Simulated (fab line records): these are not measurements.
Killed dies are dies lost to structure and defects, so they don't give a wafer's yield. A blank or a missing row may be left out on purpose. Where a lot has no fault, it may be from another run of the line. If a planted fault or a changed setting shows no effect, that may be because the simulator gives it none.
fab line records    flow nandHarc
record: lots: 10  wafers: 30  lastDay: 33
route steps=1302 shown A_ONON_D1@447 A_CHANNEL_HOLE_D1@459 END@1302
lots that met no fault: taken from a fault-free run of the same line
startH: the number of hours between the record's first day and the start of the first shown wafer of the lot    waitH: hours elapsed since this lot's preceding step    " repeats the value in the row above    L1.1+2: a row that stands for several wafers    - value missing, or start not given    * or withheld: withheld    < > ~ a bound
route shown NAME@n: a module of which the file shows steps, and the number in the route of the first    usual: average and standard deviation across the fault-free wafers    same: alike in all rows    chamber/n: place in a boat    sites: readings site by site    _std_site: the values' standard deviation    _edge_site: inner sites' mean taken away from outer sites' mean    radiusMm: how far each site lies from the wafer's centre    mask NAME#n: copy n    behind: the most recent tool/chamber to have shaped the wafer    hold: the reason the lot was held/the length of the hold in hours/how it ended    device: the transistor (n, p or np) that didn't switch    end of line: tests run on the same wafers once the route is complete    for a step that has no rows: nothing shown but its recipe    killed: count of dies lost to structure and defects at first sort (not the wafer's yield)    map: a wafer's dies, x killed, . not, _ none there
set.NAME: the setting as run; set.NAME@STEP: as run at that earlier step    model.NAME: the simulator's own value behind a step, which no gauge read
steps of the route over a sample of lots; a table a step, a row a wafer
services: a tool's chamber out of use, with start hour (startH, from the record's first day; less than 0 if before it), hours out, and reason
== steps ==
step: NHARC_A_ONON_D1_THK_MEAS_34
recipe: thkMeasGauge: ellipsometry
usual: thkNm: 199.3/2.6
lot.wafer  tool          chamber  startH  waitH  thkNm
L505.2     filmMetro-01  -        180.91  -      197.7
L505.3     "             -        "       "      196.9
L505.5     "             -        "       "      197.0
L506.1     filmMetro-02  -        193.01  -      194.9
L506.5     "             -        "       "      198.1
L506.6     "             -        "       "      199.6
L507.1     filmMetro-01  -        218.08  -      197.4
L507.5     "             -        "       "      197.8
L507.6     "             -        "       "      201.6
L509.2     filmMetro-01  -        231.37  -      196.8
L509.4     "             -        "       "      200.6
L509.5     "             -        "       "      200.2
L511.4     filmMetro-01  -        254.19  -      200.3
L511.5     "             -        "       "      194.7
L511.6     "             -        "       "      196.8
L515.1     filmMetro-02  -        288.40  -      200.3
L515.4     "             -        "       "      199.8
L515.5     "             -        "       "      197.9
L517.1     filmMetro-02  -        298.60  -      196.9
L517.2     "             -        "       "      198.4
L517.3     "             -        "       "      198.7
L525.1     filmMetro-01  -        383.03  -      201.0
L525.3     "             -        "       "      197.5
L525.4     "             -        "       "      203.0
L526.1     filmMetro-01  -        395.91  -      200.4
L526.2     "             -        "       "      198.1
L526.3     "             -        "       "      199.5
L527.1     filmMetro-02  -        400.27  -      198.0
L527.5     "             -        "       "      200.9
L527.6     "             -        "       "      200.4
step: NHARC_A_CHANNEL_HOLE_D1_EXPOSE_07
recipe: na: 1.35  targetCdNm: 100  sigmaOuter: 0.3  doseMj: 59.65  maskId: HOLE_D1
lot.wafer   tool            chamber  startH  waitH  mask
L505.2+3+5  arfiScanner-03  0        186.96  -      HOLE_D1#0
L506.1+5+6  arfiScanner-01  0        198.77  -      HOLE_D1#0
L507.1+5+6  arfiScanner-03  0        221.15  -      HOLE_D1#0
L509.2+4+5  arfiScanner-02  0        234.03  -      HOLE_D1#0
L511.4+5+6  arfiScanner-01  0        256.85  -      HOLE_D1#0
L515.1+4+5  arfiScanner-02  0        292.68  -      HOLE_D1#0
L517.1+2+3  arfiScanner-02  0        303.54  -      HOLE_D1#0
L525.1+3+4  arfiScanner-01  0        392.27  -      HOLE_D1#0
L526.1+2+3  arfiScanner-01  0        400.35  -      HOLE_D1#0
L527.1+5+6  arfiScanner-02  0        404.89  -      HOLE_D1#0
step: NHARC_A_CHANNEL_HOLE_D1_CD_MEAS_10
recipe: targetCdNm: 100  landingEnergyEv: 500
usual: cdNm: 99.9/0.52
lot.wafer  tool      chamber  startH  waitH  cdNm
L505.2     cdSem-03  0        187.10  -      100.6
L505.3     "         0        "       "      100.0
L505.5     "         0        "       "      99.9
L506.1     cdSem-01  0        198.91  -      100.0
L506.5     "         0        "       "      99.4
L506.6     "         0        "       "      99.4
L507.1     cdSem-01  0        221.29  -      100.4
L507.5     "         0        "       "      100.3
L507.6     "         0        "       "      100.4
L509.2     cdSem-02  0        234.16  -      99.8
L509.4     "         0        "       "      99.2
L509.5     "         0        "       "      99.5
L511.4     cdSem-03  0        256.98  -      100.3
L511.5     "         0        "       "      100.0
L511.6     "         0        "       "      100.4
L515.1     cdSem-02  0        292.82  -      101.0
L515.4     "         0        "       "      99.9
L515.5     "         0        "       "      99.9
L517.1     cdSem-03  0        303.68  -      100.1
L517.2     "         0        "       "      99.5
L517.3     "         0        "       "      100.0
L525.1     cdSem-02  0        392.41  -      110.5
L525.3     "         0        "       "      99.2
L525.4     "         0        "       "      100.2
L526.1     cdSem-02  0        400.49  -      109.3
L526.2     "         0        "       "      100.0
L526.3     "         0        "       "      98.9
L527.1     cdSem-03  0        405.03  -      100.2
L527.5     "         0        "       "      99.9
L527.6     "         0        "       "      98.8
step: NHARC_A_CHANNEL_HOLE_D1_ETCH_38
recipe: targetDepthA: 390  overEtchFrac: 0.3  timeS: 65  ionEnergyEv: 80  cf4FlowSccm: 150  arFlowSccm: 0  rfW: 300  biasW: 100  chemistry: CF4
usual: biasW: 100.0/0.3  chamberPressureMTorr: 50.00/0.046  drypumpMotorCurrentA: 5.8/0.48  oesProductAu: 1.003/0.015  rfFwdPowerW: 296.7/1.5  rfVppV: 151.5/0.97  showerheadPlenumPTorr: 1.79/0.037  throttleValvePct: 13.284/0.0087
lot.wafer  tool        chamber  startH  waitH  biasW  chamberPressureMTorr  drypumpMotorCurrentA  oesProductAu  rfFwdPowerW  rfHoursCounterH  rfVppV  showerheadPlenumPTorr  throttleValvePct
L505.3     rieDiel-07  1        187.36  0.1    99.9   50.00                 5.4                   0.983         294.1        5                153.0   1.79                   13.270
L505.2     "           2        "       "      100.3  50.05                 6.6                   0.984         296.1        5                150.9   1.79                   13.294
L505.5     "           2        "       "      100.7  49.93                 6.6                   0.998         297.3        -                149.9   1.79                   13.292
L506.1     rieDiel-12  3        199.19  0.1    100.2  50.00                 5.3                   0.991         297.5        24               150.2   1.76                   13.289
L506.6     "           2        "       "      100.1  50.03                 5.8                   1.009         297.9        -                150.1   1.76                   13.274
L506.5     "           3        "       "      99.8   49.99                 5.3                   0.984         296.9        -                150.9   1.76                   13.279
L507.1     rieDiel-07  0        221.58  0.1    100.0  49.97                 5.6                   1.018         297.5        8                152.6   1.82                   13.278
L507.6     "           0        "       "      100.0  50.02                 5.6                   1.031         296.8        -                151.9   1.82                   13.303
L507.5     "           1        "       "      100.0  50.02                 5.4                   1.001         294.8        -                150.4   1.79                   13.301
L509.2     rieDiel-12  2        234.44  0.1    99.8   50.06                 5.8                   1.010         296.0        35               150.8   1.75                   13.292
L509.4     "           0        "       "      100.4  50.01                 6.7                   0.997         297.6        30               147.9   1.68                   13.279
L509.5     "           1        "       "      100.0  50.07                 6.1                   1.010         298.3        -                151.2   1.74                   13.290
L511.4     rieDiel-09  2        257.26  0.1    100.1  49.97                 5.5                   1.035         295.7        34               151.5   1.81                   13.279
L511.5     "           0        "       "      99.7   49.95                 5.4                   1.007         296.8        -                151.5   1.78                   13.290
L511.6     "           1        "       "      100.1  50.10                 5.5                   0.985         296.0        -                151.0   1.85                   13.285
L515.4     rieDiel-07  1        293.09  0.1    100.3  49.95                 5.4                   1.010         294.2        15               149.4   1.79                   13.274
L515.1     "           3        "       "      99.9   50.06                 5.9                   0.992         298.9        14               151.5   1.79                   13.269
L515.5     "           2        "       "      101.0  49.99                 6.6                   0.992         296.7        -                152.2   1.79                   13.272
L517.1     rieDiel-07  2        303.97  0.1    100.3  49.93                 6.6                   0.996         294.8        0                153.0   1.78                   13.276
L517.2     "           3        "       "      100.2  49.93                 5.9                   0.991         299.5        0                151.2   1.79                   13.282
L517.3     "           0        "       "      100.1  49.97                 5.5                   1.014         299.3        0                152.7   1.82                   13.284
L525.1     rieDiel-07  1        392.68  0.1    99.7   50.02                 5.4                   1.012         295.4        6                152.3   1.79                   13.296
L525.4     "           3        "       "      100.7  49.98                 5.9                   0.964         298.0        6                151.2   1.79                   13.292
L525.3     "           0        "       "      100.3  50.05                 5.6                   1.017         297.6        6                151.8   1.82                   13.260
L526.3     rieDiel-07  2        401.26  0.6    99.9   50.02                 6.6                   1.004         295.7        6                151.8   1.78                   13.295
L526.2     "           3        "       "      100.0  50.01                 5.9                   0.985         297.7        7                152.1   1.79                   13.292
L526.1     "           0        "       "      100.1  50.05                 5.6                   1.026         296.0        7                150.9   1.82                   13.272
L527.1     rieDiel-07  1        405.31  0.1    100.4  49.98                 5.4                   1.009         294.6        8                151.5   1.79                   13.286
L527.5     "           3        "       "      100.4  50.02                 5.9                   0.985         296.7        -                150.0   1.79                   13.284
L527.6     "           0        "       "      100.0  50.06                 5.6                   1.023         297.1        -                152.5   1.82                   13.273
step: NHARC_A_CHANNEL_HOLE_D1_CD_MEAS_18
usual: cdNm: 100.6/2.8
lot.wafer  tool      chamber  startH  waitH  cdNm
L505.2     cdSem-02  -        188.38  -      96.8
L505.3     "         -        "       "      99.4
L505.5     "         -        "       "      101.6
L506.1     cdSem-01  -        200.20  -      101.7
L506.5     "         -        "       "      101.5
L506.6     "         -        "       "      101.5
L507.1     cdSem-03  -        222.64  -      100.0
L507.5     "         -        "       "      98.9
L507.6     "         -        "       "      105.8
L509.2     cdSem-01  -        235.45  -      101.2
L509.4     "         -        "       "      98.3
L509.5     "         -        "       "      100.5
L511.4     cdSem-03  -        258.27  -      101.6
L511.5     "         -        "       "      99.8
L511.6     "         -        "       "      99.3
L515.1     cdSem-03  -        294.13  -      102.4
L515.4     "         -        "       "      98.7
L515.5     "         -        "       "      100.5
L517.1     cdSem-01  -        304.97  -      99.4
L517.2     "         -        "       "      105.6
L517.3     "         -        "       "      101.5
L525.1     cdSem-03  -        393.71  -      114.6
L525.3     "         -        "       "      100.9
L525.4     "         -        "       "      98.4
L526.1     cdSem-03  -        402.28  -      117.2
L526.2     "         -        "       "      100.9
L526.3     "         -        "       "      97.0
L527.1     cdSem-01  -        406.32  -      99.0
L527.5     "         -        "       "      98.0
L527.6     "         -        "       "      100.5
step: NHARC_A_CHANNEL_HOLE_D1_ETCH_20
recipe: biasV: 3000  sourceW: withheld  pressureMtorr: 20  timeS: 361.9  arFlowSccm: 375  c4f8FlowSccm: 89.3  o2FlowSccm: 35.7  tempC: -20  targetDepthA: 16000  chemistry: C4F8/O2/Ar
usual: chamberPressureMTorr: 20.002/0.02  drypumpMotorCurrentA: 5.6/0.58  showerheadPlenumPTorr: 3.706/0.025  throttleValvePct: 32.154/0.0089
lot.wafer  tool        chamber  startH  waitH  chamberPressureMTorr  drypumpMotorCurrentA  rfHoursCounterH  showerheadPlenumPTorr  throttleValvePct
L505.2     harEtch-02  0        188.82  0.1    20.047                6.4                   301              3.764                  32.162
L505.3     "           0        "       "      19.973                6.4                   -                3.763                  32.173
L505.5     "           0        "       "      20.002                6.4                   -                3.763                  32.136
L506.1     harEtch-01  1        200.44  0.1    19.992                5.7                   92               3.732                  32.170
L506.5     "           0        "       "      20.029                5.6                   -                3.732                  32.144
L506.6     "           1        "       "      20.035                5.7                   -                3.732                  32.150
L507.1     harEtch-02  0        223.36  0.1    20.010                6.4                   321              3.753                  32.180
L507.5     "           0        "       "      20.021                6.4                   -                3.752                  32.147
L507.6     "           1        "       "      20.008                4.8                   -                3.717                  32.158
L509.2     harEtch-01  1        235.64  0.1    20.012                5.7                   111              3.721                  32.158
L509.4     "           0        "       "      19.981                5.7                   -                3.722                  32.147
L509.5     "           1        "       "      20.015                5.7                   -                3.722                  32.164
L511.4     harEtch-01  0        258.61  0.2    20.014                5.6                   -                3.718                  32.161
L511.5     "           1        "       "      19.965                5.7                   -                3.718                  32.156
L511.6     "           0        "       "      19.999                5.6                   -                3.718                  32.162
L515.1     harEtch-01  1        296.21  0.1    19.978                5.7                   149              3.701                  32.144
L515.4     "           1        "       "      19.998                5.7                   -                3.701                  32.147
L515.5     "           0        "       "      19.977                5.6                   -                3.701                  32.153
L517.1     harEtch-02  0        305.32  0.1    20.017                6.4                   359              3.732                  32.164
L517.2     "           1        "       "      20.016                4.9                   374              3.689                  32.152
L517.3     "           1        "       "      20.018                4.8                   -                3.688                  32.155
L525.1     harEtch-01  0        399.65  0.1    19.975                5.7                   206              3.670                  32.161
L525.4     "           1        "       "      20.039                5.7                   -                3.670                  32.160
L525.3     "           0        "       "      19.952                5.7                   -                3.670                  32.159
L526.2     harEtch-02  1        406.21  0.1    20.002                4.8                   12               3.662                  32.153
L526.1     "           0        "       "      20.012                6.4                   12               3.704                  32.157
L526.3     "           0        "       "      20.008                6.4                   -                3.704                  32.153
L527.1     harEtch-02  0        410.38  0.1    20.002                6.4                   15               3.703                  32.161
L527.5     "           0        "       "      20.016                6.4                   -                3.702                  32.162
L527.6     "           1        "       "      19.980                4.8                   -                3.659                  32.147
step: NHARC_A_CHANNEL_HOLE_D1_CD_MEAS_30
usual: cdNm: 90.0/1.7
lot.wafer  tool      chamber  startH  waitH  cdNm
L505.2     cdSem-03  -        194.23  0.1    88.0
L505.3     "         -        "       "      90.4
L505.5     "         -        "       "      89.3
L506.1     cdSem-01  -        205.83  -      91.9
L506.5     "         -        "       "      89.5
L506.6     "         -        "       "      89.8
L507.1     cdSem-01  -        228.77  -      91.7
L507.5     "         -        "       "      92.2
L507.6     "         -        "       "      88.7
L509.2     cdSem-01  -        241.12  -      88.1
L509.4     "         -        "       "      88.7
L509.5     "         -        "       "      89.4
L511.4     cdSem-03  -        263.85  -      91.2
L511.5     "         -        "       "      89.1
L511.6     "         -        "       "      89.7
L515.1     cdSem-01  -        301.64  -      92.6
L515.4     "         -        "       "      87.3
L515.5     "         -        "       "      88.6
L517.1     cdSem-03  -        310.73  -      89.8
L517.2     "         -        "       "      91.5
L517.3     "         -        "       "      90.1
L525.1     cdSem-01  -        405.00  -      101.8
L525.3     "         -        "       "      88.0
L525.4     "         -        "       "      90.2
L526.1     cdSem-02  -        411.63  -      98.0
L526.2     "         -        "       "      91.9
L526.3     "         -        "       "      88.9
L527.1     cdSem-01  -        415.86  -      89.0
L527.5     "         -        "       "      91.2
L527.6     "         -        "       "      88.5
step: NHARC_A_CHANNEL_HOLE_D1_XSEM_31
recipe: landingEnergyEv: 35000
usual: botCdNm: 74.6/1.9  bowNm: 8.59/0.28  tiltDeg: 0.06/0.045
lot.wafer  tool     chamber  startH  waitH  botCdNm  bowNm  tiltDeg
L505.2     xsem-01  0        194.32  0.1    73.7     9.09   0.01
L505.3     "        0        "       "      75.7     8.99   0.01
L505.5     "        0        "       "      74.6     8.95   0.01
L506.1     xsem-02  0        205.93  0.1    78.3     8.55   0.17
L506.5     "        0        "       "      75.8     8.67   0.17
L506.6     "        0        "       "      74.6     8.66   0.17
L507.1     xsem-01  0        228.86  0.1    76.6     8.68   0.03
L507.5     "        0        "       "      76.1     8.61   0.03
L507.6     "        0        "       "      72.6     8.66   0.03
L509.2     xsem-02  0        241.21  0.1    71.9     8.08   0.09
L509.4     "        0        "       "      73.0     8.03   0.08
L509.5     "        0        "       "      73.1     8.11   0.08
L511.4     xsem-01  0        263.94  0.1    76.0     8.34   0.10
L511.5     "        0        "       "      75.3     8.34   0.10
L511.6     "        0        "       "      74.7     8.36   0.10
L515.1     xsem-01  0        301.72  0.1    77.5     8.96   0.06
L515.4     "        0        "       "      73.1     9.01   0.06
L515.5     "        0        "       "      73.8     9.00   0.06
L517.1     xsem-02  0        310.82  0.1    74.6     8.25   0.11
L517.2     "        0        "       "      76.6     8.30   0.11
L517.3     "        0        "       "      75.0     8.32   0.11
L525.1     xsem-01  0        405.08  0.1    85.8     8.41   0.12
L525.3     "        0        "       "      72.6     8.40   0.12
L525.4     "        0        "       "      75.3     8.40   0.12
L526.1     xsem-02  0        411.72  0.1    81.9     8.79   0.02
L526.2     "        0        "       "      76.3     8.83   0.02
L526.3     "        0        "       "      72.5     8.84   0.02
L527.1     xsem-02  0        415.96  0.1    73.1     8.74   0.06
L527.5     "        0        "       "      75.0     8.73   0.06
L527.6     "        0        "       "      72.4     8.69   0.06
step: NHARC_END_SORT_01
recipe: tempC: 25
usual: killedAtArray: 59/21  killedAtOther: 1.0/1.1  killedAtPeriphery: 4.0/2.6  killedDies: 64/21  killedOpen: 3.2/1.7  killedShort: 2.5/1.5
same: grossDies: 677
lot.wafer  tool       chamber  startH  waitH  killedAtArray  killedAtOther  killedAtPeriphery  killedDies  killedOpen  killedShort
L525.1     prober-01  0        774.19  2.5    66             1              8                  75          3           5
L526.1     prober-02  0        782.00  2.5    57             0              8                  65          3           6
killed by level:class
L525.1 A_CHANNEL_HOLE_D2:chamberFilmFlake=21 A_CHANNEL_HOLE_D1:chamberFilmFlake=12 A_SLIT:chamberFilmFlake=10 A_CONTACT:chamberFilmFlake=9 A_CHANNEL_HOLE_D1:areaExpose=5 P_GATE:chamberFilmFlake=3 A_CHANNEL_FILL_D1:geometricParticle:short=2 P_M0:chamberFilmFlake=2
L526.1 A_SLIT:chamberFilmFlake=34 A_STAIRCASE:chamberFilmFlake=6 A_CHANNEL_HOLE_D1:areaExpose=6 P_M0:chamberFilmFlake=3 P_CONTACT:geometricParticle:short=2 A_ONON_D1:geometricParticle:open=2 A_CHANNEL_FILL_D1:geometricParticle:short=2 A_ONON_D2:geometricParticle:short=2
== services ==
tool            chamber  startH  hours  kind
arfiScanner-03  -        169.92  0.4    repair
arfiScanner-03  -        196.00  4.0    pm
rieDiel-09      1        198.29  6.4    repair
arfiScanner-01  -        220.92  7.1    repair
rieDiel-07      3        242.33  4.4    repair
arfiScanner-01  -        243.69  0.7    repair
arfiScanner-01  -        252.00  4.0    pm
rieDiel-09      1        263.44  2.9    repair
rieDiel-12      -        272.16  9.0    pm
arfiScanner-01  -        277.71  0.3    repair
rieDiel-07      -        294.26  9.0    pm
arfiScanner-03  -        303.93  4.6    repair
rieDiel-09      1        319.43  1.2    repair
arfiScanner-02  -        326.14  4.0    pm
rieDiel-07      2        333.61  8.0    repair
rieDiel-07      -        342.37  0.6    repair
rieDiel-12      0        343.12  11.2   repair
arfiScanner-01  -        344.87  38.2   repair
rieDiel-07      -        361.37  0.7    repair
arfiScanner-03  -        368.00  4.0    pm
xsem-01         -        374.00  14.0   pm
harEtch-02      -        377.00  17.0   pm
arfiScanner-02  -        381.18  1.8    repair
rieDiel-12      3        397.22  12.4   repair
== key ==
firstSign: step: NHARC_A_CHANNEL_HOLE_D1_CD_MEAS_10  reading: cdNm  direction: up  sigmas: 19  usual: 99.9  struck: 109.9
effect: step: NHARC_A_CHANNEL_HOLE_D1_CD_MEAS_18  reading: cdNm  direction: up  sigmas: 5.5  usual: 100.6  struck: 115.9
effect: step: NHARC_A_CHANNEL_HOLE_D1_CD_MEAS_30  reading: cdNm  direction: up  sigmas: 5.7  usual: 90.0  struck: 99.9
effect: step: NHARC_A_CHANNEL_HOLE_D1_XSEM_31  reading: botCdNm  direction: up  sigmas: 5  usual: 74.6  struck: 83.8
metAt NHARC_A_CHANNEL_HOLE_D1_EXPOSE_07
struckLots L525,L526
struckWafers L525.1,L526.1
testerLeftOut L525,L526
notActingAt NHARC_A_ONON_D1_THK_MEAS_34,NHARC_A_CHANNEL_HOLE_D1_ETCH_38,NHARC_A_CHANNEL_HOLE_D1_ETCH_20
onsetBetween 256.85 392.27
fault: kind: processParameterDrift  tool: arfiScanner-01  chamber: -  onsetH: 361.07  steps: NHARC_A_CHANNEL_HOLE_D1_EXPOSE_07  channel: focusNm  offset: 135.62  shape: step  endH: 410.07  scope: struckWafersOnly
testerLeftOut: of these lots the tester's yield and bins aren't shown, on N5 and GAA mostly nor the transistor test; their killed dies are dies lost to structure and defects alone, not to doping, threshold or leakage, so they don't give the yield
